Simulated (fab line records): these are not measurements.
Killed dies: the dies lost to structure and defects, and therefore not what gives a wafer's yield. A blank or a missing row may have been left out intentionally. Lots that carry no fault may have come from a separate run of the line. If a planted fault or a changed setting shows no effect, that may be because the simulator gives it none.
Which tool was responsible? | flow nand-harc | 11 lots with 33 wafers sampled at 4 steps, on a route of 1302 steps

WHAT THE GAUGES SHOWED, per wafer
NHARC_A_CHANNEL_HOLE_D2_INSPECT_40.
lot  | measured     | on                | raw-defect-count
L076 | day 14 09:39 | defect-inspect-02 | 195 168 211
L078 | day 15 01:28 | defect-inspect-01 | 241 366 310
L080 | day 15 23:45 | defect-inspect-01 | 278 272 355
L082 | day 16 23:40 | defect-inspect-02 | 279 246 440
L084 | day 18 00:04 | defect-inspect-02 | 411 444 325
L086 | day 18 08:15 | defect-inspect-02 | 235 356 340
L088 | day 19 08:48 | defect-inspect-02 | 212 239 167
L090 | day 20 04:46 | defect-inspect-01 | 223 187 278
L092 | day 20 23:35 | defect-inspect-02 | 300 350 289
L094 | day 22 02:10 | defect-inspect-01 | 143 189 173
L096 | day 22 18:13 | defect-inspect-01 | 252 355 218

TOOL THAT RAN EACH LOT (tool first, then ch and the chambers of the sampled wafers, then the start)
lot  | NHARC_A_CHANNEL_FILL_D1_ALD_25   | NHARC_A_CHANNEL_HOLE_D2_ETCH_34               | NHARC_A_CHANNEL_HOLE_D2_ETCH_25
L076 | ald-hk-04 ch 1,2,3, day 11 10:02 | rie-diel-04 ch 0,1,2, day 14 06:49 or earlier | har-etch-01 ch 0,1, day 14 06:49
L078 | ald-hk-02 ch 0,3, day 12 00:26   | rie-diel-01 ch 1,3, day 14 22:56 or earlier   | har-etch-01 ch 0,1, day 14 22:56
L080 | ald-hk-01 ch 0,1, day 13 03:38   | rie-diel-04 ch 0,1,3, day 15 20:56 or earlier | har-etch-01 ch 1, day 15 20:56
L082 | ald-hk-01 ch 2,3, day 13 23:03   | rie-diel-01 ch 0,2, day 16 21:08 or earlier   | har-etch-01 ch 0,1, day 16 21:08
L084 | ald-hk-01 ch 0,1,2, day 15 00:49 | rie-diel-09 ch 0,1, day 17 21:07 or earlier   | har-etch-02 ch 0,1, day 17 21:07
L086 | ald-hk-02 ch 0,2,3, day 15 07:43 | rie-diel-04 ch 0,2, day 18 05:43 or earlier   | har-etch-02 ch 0,1, day 18 05:43
L088 | ald-hk-01 ch 0,2,3, day 16 10:29 | rie-diel-01 ch 0,1,2, day 19 06:08 or earlier | har-etch-01 ch 0,1, day 19 06:08
L090 | ald-hk-02 ch 0,1, day 17 01:20   | rie-diel-04 ch 0,1,3, day 20 02:06 or earlier | har-etch-02 ch 0,1, day 20 02:06
L092 | ald-hk-02 ch 1,3, day 17 20:48   | rie-diel-09 ch 0,1,2, day 20 20:47 or earlier | har-etch-02 ch 0,1, day 20 20:47
L094 | ald-hk-01 ch 2,3, day 18 20:40   | rie-diel-01 ch 1,2, day 21 23:12 or earlier   | har-etch-02 ch 0,1, day 21 23:12
L096 | ald-hk-01 ch 0,2,3, day 19 12:47 | rie-diel-04 ch 0,1,3, day 22 15:24 or earlier | har-etch-02 ch 0,1, day 22 15:24
- NHARC_A_CHANNEL_FILL_D1_ALD_25: deposits SiOx, target thk 60 nm, pulse time 10 s, ald cycles 600.
- NHARC_A_CHANNEL_HOLE_D2_ETCH_34: etches the open film in CF4/CHF3, target depth 154 nm, time 77 s.
- NHARC_A_CHANNEL_HOLE_D2_ETCH_25: etches the open film in C4F8/O2/Ar, time 1040.2 s, target depth 1500 nm.

THE ANSWER, worked out from the rows above alone
Rule: usual is defined by the lots themselves. The widest of any qualifying gaps counts: lots, ordered by their means at a reading, are off when they make up no more than a third of the lots, leave a main group of 4 or more, and stand apart from it by 3 or more times the standard deviation of that group's means. A main group is skipped when, at the precision printed for the reading in the tables above, its means are all equal. Also off: a lot with no number at a reading for which 4 or more lots have one. Any other lot the step has rows for is counted as sound.
None of the lots is off at any reading shown; this tells nothing.

WHAT HAD BEEN PUT IN BY THE SIMULATOR
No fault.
